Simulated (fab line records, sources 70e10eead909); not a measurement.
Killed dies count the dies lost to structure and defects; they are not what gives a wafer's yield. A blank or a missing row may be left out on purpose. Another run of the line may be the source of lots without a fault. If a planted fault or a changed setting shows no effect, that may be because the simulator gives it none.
fab line records | flow nand-harc
record lots=6 | wafers=18 | last-day=32
route steps=1302 shown A_SOURCE_PLATE@416 A_ONON_D1@424 END@1302
lots with no fault: from the same line, run without faults
start-h: hours from the record's first day to the start of the lot's first wafer shown | wait-h: hours since the lot's step before | " identical to the entry in the row above | L1.1+2: a row that stands for several wafers | - either no value or no given start | * or withheld: withheld | < > ~ a bound
route shown NAME@n: a module of which the file shows steps, and the number in the route of the first | usual: the fault-free wafers' mean and standard deviation | same: alike in all rows | chamber/n: place in a boat | sites: the reading at each site | _std_site: standard deviation of those values | _edge_site: inner sites' mean taken away from outer sites' mean | radius-mm: for every site, how far away it sits from the centre of the wafer | mask NAME#n: copy n | behind: the last tool/chamber to shape the wafer | hold: why the lot was held/for how many hours/how that ended | device: names the non-switching transistor (n, p or np) | end of line: at the end of the route, the tests of the same wafers | for a step that has no rows: nothing shown but its recipe | killed: count of dies lost to structure and defects at first sort (not the wafer's yield) | map: dies across one wafer; x = killed, . = not, _ = none there
set.NAME: the setting the step ran with; set.NAME@STEP: the setting that earlier step ran with | model.NAME: the simulator's own value behind a step, which no gauge read
lots seen at some steps along the route; tables by step, rows by wafer
services: when a tool's chamber went out of use (start-h, in hours from the record's first day, below 0 if earlier), for how many hours, and the reason
## steps
# step NHARC_A_SOURCE_PLATE_THK_MEAS_09
# recipe thk-meas-gauge=ellipsometry
# usual thk-nm=9.8/1
lot.wafer | tool          | chamber | start-h | wait-h | thk-nm
L569.2    | film-metro-01 | -       | 189.02  | 0.4    | 10.1
L569.4    | "             | -       | "       | "      | 9.9
L569.5    | "             | -       | "       | "      | 8.7
L570.2    | film-metro-02 | -       | 200.28  | 0.4    | 10.3
L570.5    | "             | -       | "       | "      | 8.5
L570.6    | "             | -       | "       | "      | 10.8
L571.3    | film-metro-02 | -       | 212.46  | 0.4    | 9.6
L571.5    | "             | -       | "       | "      | 11.2
L571.6    | "             | -       | "       | "      | 10.8
L573.1    | film-metro-01 | -       | 232.21  | 0.4    | 8.8
L573.4    | "             | -       | "       | "      | 9.9
L573.6    | "             | -       | "       | "      | 8.8
L583.1    | film-metro-02 | -       | 326.67  | 0.4    | 10.6
L583.3    | "             | -       | "       | "      | 11.1
L583.4    | "             | -       | "       | "      | 9.0
L585.1    | film-metro-01 | -       | 356.16  | 0.4    | 10.0
L585.3    | "             | -       | "       | "      | 9.9
L585.4    | "             | -       | "       | "      | 9.2
# step NHARC_A_SOURCE_PLATE_PVD_04
# recipe target-thk-a=500 | material=WSi2
# step NHARC_A_SOURCE_PLATE_CVD_03
# recipe target-thk-a=2000 | temp-c=620 | pressure-mtorr=200 | time-s=4000 | material=poly-Si
# step NHARC_A_SOURCE_PLATE_ANNEAL_05
# recipe temp-c=850 | time-s=1800
# step NHARC_A_SOURCE_PLATE_THK_MEAS_06
# recipe thk-meas-gauge=ellipsometry
# usual thk-nm=199.1/2
lot.wafer | tool          | chamber | start-h | wait-h | thk-nm
L569.2    | film-metro-02 | -       | 203.40  | 0.4    | 201.5
L569.4    | "             | -       | "       | "      | 202.9
L569.5    | "             | -       | "       | "      | 199.9
L570.2    | film-metro-01 | -       | 218.35  | 0.4    | 198.7
L570.5    | "             | -       | "       | "      | 198.9
L570.6    | "             | -       | "       | "      | 198.6
L571.3    | film-metro-01 | -       | 225.53  | 0.4    | 197.7
L571.5    | "             | -       | "       | "      | 200.2
L571.6    | "             | -       | "       | "      | 200.1
L573.1    | film-metro-02 | -       | 245.16  | 0.4    | 197.9
L573.4    | "             | -       | "       | "      | 199.2
L573.6    | "             | -       | "       | "      | 198.2
L583.1    | film-metro-01 | -       | 340.82  | 0.4    | 199.0
L583.3    | "             | -       | "       | "      | 196.6
L583.4    | "             | -       | "       | "      | 201.5
L585.1    | film-metro-01 | -       | 368.74  | 0.4    | 200.2
L585.3    | "             | -       | "       | "      | 202.7
L585.4    | "             | -       | "       | "      | 200.0
# step NHARC_A_SOURCE_PLATE_INSPECT_08
# usual raw-defect-count=58/22
lot.wafer | tool              | chamber | start-h | wait-h | raw-defect-count
L569.2    | defect-inspect-01 | -       | 203.50  | 0.0    | 58
L569.4    | "                 | -       | "       | "      | 58
L569.5    | "                 | -       | "       | "      | 35
L570.2    | defect-inspect-01 | -       | 218.44  | 0.0    | 72
L570.5    | "                 | -       | "       | "      | 41
L570.6    | "                 | -       | "       | "      | 58
L571.3    | defect-inspect-01 | -       | 225.63  | 0.0    | 63
L571.5    | "                 | -       | "       | "      | 47
L571.6    | "                 | -       | "       | "      | 30
L573.1    | defect-inspect-01 | -       | 245.24  | 0.0    | 63
L573.4    | "                 | -       | "       | "      | 60
L573.6    | "                 | -       | "       | "      | 70
L583.1    | defect-inspect-02 | -       | 340.92  | 0.0    | 65
L583.3    | "                 | -       | "       | "      | 62
L583.4    | "                 | -       | "       | "      | 73
L585.1    | defect-inspect-02 | -       | 368.81  | 0.0    | 65
L585.3    | "                 | -       | "       | "      | 26
L585.4    | "                 | -       | "       | "      | 48
# step NHARC_A_ONON_D1_DEP_00
# recipe target-thk-a=10000 | n2-flow-sccm=2750 | n2o-flow-sccm=2000 | nh3-flow-sccm=500 | sih4-flow-sccm=210 | temp-c=400
# step NHARC_A_ONON_D1_THK_MEAS_02
# recipe thk-meas-gauge=ellipsometry
# usual thk-nm=1002/9.1
lot.wafer | tool          | chamber | start-h | wait-h | thk-nm
L569.2    | film-metro-01 | -       | 204.08  | -      | 1011
L569.4    | "             | -       | "       | "      | 1010
L569.5    | "             | -       | "       | "      | 1010
L570.2    | film-metro-01 | -       | 219.01  | -      | 1014
L570.5    | "             | -       | "       | "      | 1014
L570.6    | "             | -       | "       | "      | 1012
L571.3    | film-metro-02 | -       | 226.21  | -      | 1001
L571.5    | "             | -       | "       | "      | 999
L571.6    | "             | -       | "       | "      | 1002
L573.1    | film-metro-02 | -       | 245.82  | -      | 989
L573.4    | "             | -       | "       | "      | 991
L573.6    | "             | -       | "       | "      | 989
L583.1    | film-metro-02 | -       | 341.50  | -      | 994
L583.3    | "             | -       | "       | "      | 991
L583.4    | "             | -       | "       | "      | 990
L585.1    | film-metro-01 | -       | 369.41  | -      | 1003
L585.3    | "             | -       | "       | "      | 1003
L585.4    | "             | -       | "       | "      | 1002
# step NHARC_A_ONON_D1_DEP_03
# recipe target-thk-a=10000 | n2-flow-sccm=2750 | n2o-flow-sccm=2000 | nh3-flow-sccm=500 | sih4-flow-sccm=210 | temp-c=400
# step NHARC_A_ONON_D1_THK_MEAS_05
# recipe thk-meas-gauge=ellipsometry
# usual thk-nm=999/11
lot.wafer | tool          | chamber | start-h | wait-h | thk-nm
L569.2    | film-metro-02 | -       | 204.65  | -      | 996
L569.4    | "             | -       | "       | "      | 997
L569.5    | "             | -       | "       | "      | 995
L570.2    | film-metro-02 | -       | 219.58  | -      | 994
L570.5    | "             | -       | "       | "      | 996
L570.6    | "             | -       | "       | "      | 995
L571.3    | film-metro-01 | -       | 226.78  | -      | 1006
L571.5    | "             | -       | "       | "      | 1008
L571.6    | "             | -       | "       | "      | 1007
L573.1    | film-metro-02 | -       | 246.39  | -      | 1000
L573.4    | "             | -       | "       | "      | 999
L573.6    | "             | -       | "       | "      | 999
L583.1    | film-metro-02 | -       | 342.06  | -      | 1012
L583.3    | "             | -       | "       | "      | 1011
L583.4    | "             | -       | "       | "      | 1011
L585.1    | film-metro-02 | -       | 369.98  | -      | 998
L585.3    | "             | -       | "       | "      | 997
L585.4    | "             | -       | "       | "      | 1000
# step NHARC_A_ONON_D1_DEP_06
# recipe target-thk-a=10000 | n2-flow-sccm=2750 | n2o-flow-sccm=2000 | nh3-flow-sccm=500 | sih4-flow-sccm=210 | temp-c=400
# usual sih4-flow-sccm=209.8/0.6
lot.wafer | tool          | chamber | start-h | wait-h | sih4-flow-sccm
L569.2    | pecvd-onon-01 | 0       | 204.76  | 0.1    | 210.2
L569.4    | "             | 0       | "       | "      | 210.4
L569.5    | "             | 0       | "       | "      | 210.3
L570.2    | pecvd-onon-01 | 0       | 219.69  | 0.1    | 209.2
L570.5    | "             | 0       | "       | "      | 210.7
L570.6    | "             | 0       | "       | "      | 209.0
L571.3    | pecvd-onon-01 | 0       | 226.95  | 0.2    | 210.1
L571.5    | "             | 0       | "       | "      | 211.0
L571.6    | "             | 0       | "       | "      | 210.5
L573.1    | pecvd-onon-02 | 0       | 246.45  | 0.1    | 210.1
L573.4    | "             | 0       | "       | "      | 209.5
L573.6    | "             | 0       | "       | "      | 209.5
L583.1    | pecvd-onon-01 | 0       | 342.12  | 0.1    | 209.7
L583.3    | "             | 0       | "       | "      | 210.1
L583.4    | "             | 0       | "       | "      | 210.1
L585.1    | pecvd-onon-01 | 0       | 370.04  | 0.1    | 209.8
L585.3    | "             | 0       | "       | "      | 210.9
L585.4    | "             | 0       | "       | "      | 209.3
# step NHARC_A_ONON_D1_THK_MEAS_08
# recipe thk-meas-gauge=ellipsometry
# usual thk-nm=997/12
lot.wafer | tool          | chamber | start-h | wait-h | thk-nm
L569.2    | film-metro-02 | -       | 205.21  | -      | 972
L569.4    | "             | -       | "       | "      | 974
L569.5    | "             | -       | "       | "      | 973
L570.2    | film-metro-01 | -       | 220.14  | -      | 1003
L570.5    | "             | -       | "       | "      | 1004
L570.6    | "             | -       | "       | "      | 1005
L571.3    | film-metro-01 | -       | 227.34  | -      | 1009
L571.5    | "             | -       | "       | "      | 1008
L571.6    | "             | -       | "       | "      | 1008
L573.1    | film-metro-01 | -       | 246.96  | -      | 1006
L573.4    | "             | -       | "       | "      | 1007
L573.6    | "             | -       | "       | "      | 1004
L583.1    | film-metro-02 | -       | 342.63  | -      | 702
L583.3    | "             | -       | "       | "      | 700
L583.4    | "             | -       | "       | "      | 703
L585.1    | film-metro-01 | -       | 370.54  | -      | 699
L585.3    | "             | -       | "       | "      | 697
L585.4    | "             | -       | "       | "      | 696
# step NHARC_A_ONON_D1_DEP_09
# recipe target-thk-a=10000 | n2-flow-sccm=2750 | n2o-flow-sccm=2000 | nh3-flow-sccm=500 | sih4-flow-sccm=210 | temp-c=400
# step NHARC_END_SORT_01
# recipe temp-c=25
# usual killed-at-array=58/22 | killed-at-other=1.0/1.3 | killed-at-periphery=5/3.4 | killed-dies=64/22 | killed-open=3.6/1.8 | killed-short=2.4/1.7
# same gross-dies=677
lot.wafer | tool      | chamber | start-h | wait-h | killed-at-array | killed-at-other | killed-at-periphery | killed-dies | killed-open | killed-short
L569.2    | prober-01 | 0       | 594.45  | 2.8    | 32              | 2               | 8                   | 42          | 3           | 3
L569.4    | prober-01 | 0       | 596.06  | 3.4    | 34              | 1               | 10                  | 45          | 7           | 1
L569.5    | prober-01 | 0       | 596.86  | 3.7    | 34              | 2               | 6                   | 42          | 1           | 4
L570.2    | prober-01 | 0       | 631.67  | 2.8    | 34              | 2               | 2                   | 38          | 1           | 0
L570.5    | prober-01 | 0       | 634.08  | 3.7    | 30              | 3               | 3                   | 36          | 4           | 0
L570.6    | prober-01 | 0       | 634.88  | 4.0    | 32              | 4               | 2                   | 38          | 2           | 3
L583.1    | prober-01 | 0       | 750.06  | 2.5    | 676             | 0               | 1                   | 677         | 1           | 2
L583.3    | prober-01 | 0       | 751.67  | 3.1    | 673             | 1               | 3                   | 677         | 4           | 4
L583.4    | prober-01 | 0       | 752.48  | 3.4    | 673             | 2               | 2                   | 677         | 6           | 3
L585.1    | prober-01 | 0       | 771.31  | 2.5    | 674             | 1               | 2                   | 677         | 2           | 2
L585.3    | prober-01 | 0       | 772.90  | 3.1    | 677             | 0               | 0                   | 677         | 3           | 2
L585.4    | prober-01 | 0       | 773.69  | 3.4    | 672             | 0               | 5                   | 677         | 7           | 3
# killed by level:class
L569.2 A_CHANNEL_HOLE_D2:chamber-film-flake=9 A_CHANNEL_HOLE_D1:chamber-film-flake=8 A_STAIRCASE:chamber-film-flake=5 P_GATE:chamber-film-flake=4 A_DECK1_JOINT:chamber-film-flake=3 P_CONTACT:chamber-film-flake=2 THIN_TSV:chamber-film-flake=2 P_CONTACT:geometric-particle:open=1
L569.4 A_CHANNEL_HOLE_D2:chamber-film-flake=11 A_STAIRCASE:chamber-film-flake=9 P_GATE:chamber-film-flake=4 P_CONTACT:geometric-particle:open=2 A_DECK1_JOINT:geometric-particle:open=2 A_WL_FILL:geometric-particle:open=2 P_CONTACT:chamber-film-flake=2 A_CHANNEL_HOLE_D1:chamber-film-flake=2
L569.5 A_STAIRCASE:chamber-film-flake=8 A_CHANNEL_HOLE_D1:chamber-film-flake=7 A_CHANNEL_HOLE_D2:chamber-film-flake=6 P_GATE:chamber-film-flake=3 P_CONTACT:chamber-film-flake=3 A_DECK1_JOINT:chamber-film-flake=2 A_SLIT:chamber-film-flake=2 A_CONTACT:chamber-film-flake=2
L570.2 A_CHANNEL_HOLE_D2:chamber-film-flake=12 A_STAIRCASE:chamber-film-flake=9 A_CONTACT:chamber-film-flake=5 A_CHANNEL_HOLE_D1:chamber-film-flake=4 THIN_TSV:chamber-film-flake=2 A_ONON_D1:geometric-particle:open=1 P_ZERO_WELL:chamber-film-flake=1 P_STI:chamber-film-flake=1
L570.5 A_CHANNEL_HOLE_D2:chamber-film-flake=13 A_STAIRCASE:chamber-film-flake=6 A_CONTACT:chamber-film-flake=4 THIN_TSV:chamber-film-flake=3 A_CHANNEL_HOLE_D1:chamber-film-flake=2 P_CONTACT:geometric-particle:open=1 P_M0:geometric-particle:open=1 A_ONON_D1:geometric-particle:open=1
L570.6 A_CHANNEL_HOLE_D2:chamber-film-flake=10 A_CONTACT:chamber-film-flake=8 THIN_TSV:chamber-film-flake=4 A_CHANNEL_HOLE_D1:chamber-film-flake=3 A_STAIRCASE:chamber-film-flake=3 A_SLIT:chamber-film-flake=2 A_ONON_D1:geometric-particle:short=1 A_ONON_D1:geometric-particle:open=1
L583.1 A_ONON_D1:area-dep=620 A_SLIT:chamber-film-flake=31 A_CHANNEL_HOLE_D1:chamber-film-flake=8 A_CONTACT:chamber-film-flake=5 A_ZERO_WELL:chamber-film-flake=2 A_STAIRCASE:chamber-film-flake=2 A_WL_FILL:chamber-film-flake=2 A_CHANNEL_HOLE_D2:geometric-particle:short=1
L583.3 A_ONON_D1:area-dep=617 A_SLIT:chamber-film-flake=31 A_CHANNEL_HOLE_D1:chamber-film-flake=11 A_CONTACT:chamber-film-flake=4 A_CHANNEL_FILL_D2:chamber-film-flake=2 A_STAIRCASE:chamber-film-flake=2 P_CONTACT:geometric-particle:open=1 P_CONTACT:geometric-particle:short=1
L583.4 A_ONON_D1:area-dep=598 A_SLIT:chamber-film-flake=37 A_CHANNEL_HOLE_D1:chamber-film-flake=16 A_STAIRCASE:chamber-film-flake=4 A_CONTACT:chamber-film-flake=4 A_WL_FILL:geometric-particle:open=2 THIN_TSV:chamber-film-flake=2 P_M0:geometric-particle:open=1
L585.1 A_ONON_D1:area-dep=601 A_SLIT:chamber-film-flake=29 A_CHANNEL_HOLE_D2:chamber-film-flake=14 A_CHANNEL_HOLE_D1:chamber-film-flake=13 A_CONTACT:chamber-film-flake=4 A_STAIRCASE:chamber-film-flake=3 A_WL_FILL:chamber-film-flake=3 A_DECK1_JOINT:chamber-film-flake=2
L585.3 A_ONON_D1:area-dep=592 A_SLIT:chamber-film-flake=30 A_CHANNEL_HOLE_D2:chamber-film-flake=23 A_CHANNEL_HOLE_D1:chamber-film-flake=12 A_WL_FILL:chamber-film-flake=5 A_CONTACT:chamber-film-flake=4 A_DECK1_JOINT:chamber-film-flake=2 A_STAIRCASE:chamber-film-flake=2
L585.4 A_ONON_D1:area-dep=589 A_SLIT:chamber-film-flake=27 A_CHANNEL_HOLE_D2:chamber-film-flake=25 A_CHANNEL_HOLE_D1:chamber-film-flake=10 A_CONTACT:chamber-film-flake=4 A_STAIRCASE:chamber-film-flake=3 A_WL_FILL:chamber-film-flake=3 P_GATE:chamber-film-flake=2
# map L583.1 (x killed, . not)
____________x____________
_________xxxxxxx_________
_______xxxxxxxxxxx_______
______xxxxxxxxxxxxx______
_____xxxxxxxxxxxxxxx_____
____xxxxxxxxxxxxxxxxx____
____xxxxxxxxxxxxxxxxx____
___xxxxxxxxxxxxxxxxxxx___
___xxxxxxxxxxxxxxxxxxx___
__xxxxxxxxxxxxxxxxxxxxx__
__xxxxxxxxxxxxxxxxxxxxx__
_xxxxxxxxxxxxxxxxxxxxxxx_
_xxxxxxxxxxxxxxxxxxxxxxx_
_xxxxxxxxxxxxxxxxxxxxxxx_
_xxxxxxxxxxxxxxxxxxxxxxx_
_xxxxxxxxxxxxxxxxxxxxxxx_
xxxxxxxxxxxxxxxxxxxxxxxxx
xxxxxxxxxxxxxxxxxxxxxxxxx
xxxxxxxxxxxxxxxxxxxxxxxxx
xxxxxxxxxxxxxxxxxxxxxxxxx
xxxxxxxxxxxxxxxxxxxxxxxxx
_xxxxxxxxxxxxxxxxxxxxxxx_
_xxxxxxxxxxxxxxxxxxxxxxx_
_xxxxxxxxxxxxxxxxxxxxxxx_
_xxxxxxxxxxxxxxxxxxxxxxx_
_xxxxxxxxxxxxxxxxxxxxxxx_
__xxxxxxxxxxxxxxxxxxxxx__
__xxxxxxxxxxxxxxxxxxxxx__
___xxxxxxxxxxxxxxxxxxx___
___xxxxxxxxxxxxxxxxxxx___
____xxxxxxxxxxxxxxxxx____
____xxxxxxxxxxxxxxxxx____
_____xxxxxxxxxxxxxxx_____
______xxxxxxxxxxxxx______
_______xxxxxxxxxxx_______
_________xxxxxxx_________
____________x____________
# map L585.1 (x killed, . not)
____________x____________
_________xxxxxxx_________
_______xxxxxxxxxxx_______
______xxxxxxxxxxxxx______
_____xxxxxxxxxxxxxxx_____
____xxxxxxxxxxxxxxxxx____
____xxxxxxxxxxxxxxxxx____
___xxxxxxxxxxxxxxxxxxx___
___xxxxxxxxxxxxxxxxxxx___
__xxxxxxxxxxxxxxxxxxxxx__
__xxxxxxxxxxxxxxxxxxxxx__
_xxxxxxxxxxxxxxxxxxxxxxx_
_xxxxxxxxxxxxxxxxxxxxxxx_
_xxxxxxxxxxxxxxxxxxxxxxx_
_xxxxxxxxxxxxxxxxxxxxxxx_
_xxxxxxxxxxxxxxxxxxxxxxx_
xxxxxxxxxxxxxxxxxxxxxxxxx
xxxxxxxxxxxxxxxxxxxxxxxxx
xxxxxxxxxxxxxxxxxxxxxxxxx
xxxxxxxxxxxxxxxxxxxxxxxxx
xxxxxxxxxxxxxxxxxxxxxxxxx
_xxxxxxxxxxxxxxxxxxxxxxx_
_xxxxxxxxxxxxxxxxxxxxxxx_
_xxxxxxxxxxxxxxxxxxxxxxx_
_xxxxxxxxxxxxxxxxxxxxxxx_
_xxxxxxxxxxxxxxxxxxxxxxx_
__xxxxxxxxxxxxxxxxxxxxx__
__xxxxxxxxxxxxxxxxxxxxx__
___xxxxxxxxxxxxxxxxxxx___
___xxxxxxxxxxxxxxxxxxx___
____xxxxxxxxxxxxxxxxx____
____xxxxxxxxxxxxxxxxx____
_____xxxxxxxxxxxxxxx_____
______xxxxxxxxxxxxx______
_______xxxxxxxxxxx_______
_________xxxxxxx_________
____________x____________
## services
tool          | chamber | start-h | hours | kind
pecvd-onon-02 | -       | 185.00  | 13.0  | pm
pecvd-onon-01 | -       | 269.00  | 13.0  | pm
pecvd-onon-02 | -       | 366.00  | 13.0  | pm
## key
first-sign step=NHARC_A_ONON_D1_THK_MEAS_08 | reading=thk-nm | direction=down | sigmas=25 | usual=997 | struck=699
effect step=NHARC_END_SORT_01 | reading=killed-at-array | direction=up | sigmas=28 | usual=58 | struck=674
more-kills-born-at NHARC_A_ONON_D1_DEP_06@pecvd-onon-01=3617
met-at NHARC_A_ONON_D1_DEP_06
struck-wafers L583.1,L583.3,L583.4,L585.1,L585.3,L585.4
later-rows-left-out L583.1,L583.3,L583.4,L585.1,L585.3,L585.4
tester-left-out L583,L585
onset-between 226.95 342.12
also-fits time
fault kind=process-parameter-drift | tool=pecvd-onon-01 | chamber=- | onset-h=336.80 | steps=NHARC_A_ONON_D1_DEP_06 | channel=target-thk-a | offset=* | shape=step | end-h=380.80 | acts-in=* | stated=*
# tester-left-out: of these lots the tester's yield and bins aren't shown, on N5 and GAA mostly nor the transistor test; their killed dies are dies lost to structure and defects alone, not to doping, threshold or leakage, so they don't give the yield
# later-rows-left-out: the simulator's readings of these wafers behind a module that went badly wrong aren't trusted and aren't shown, but for the sort
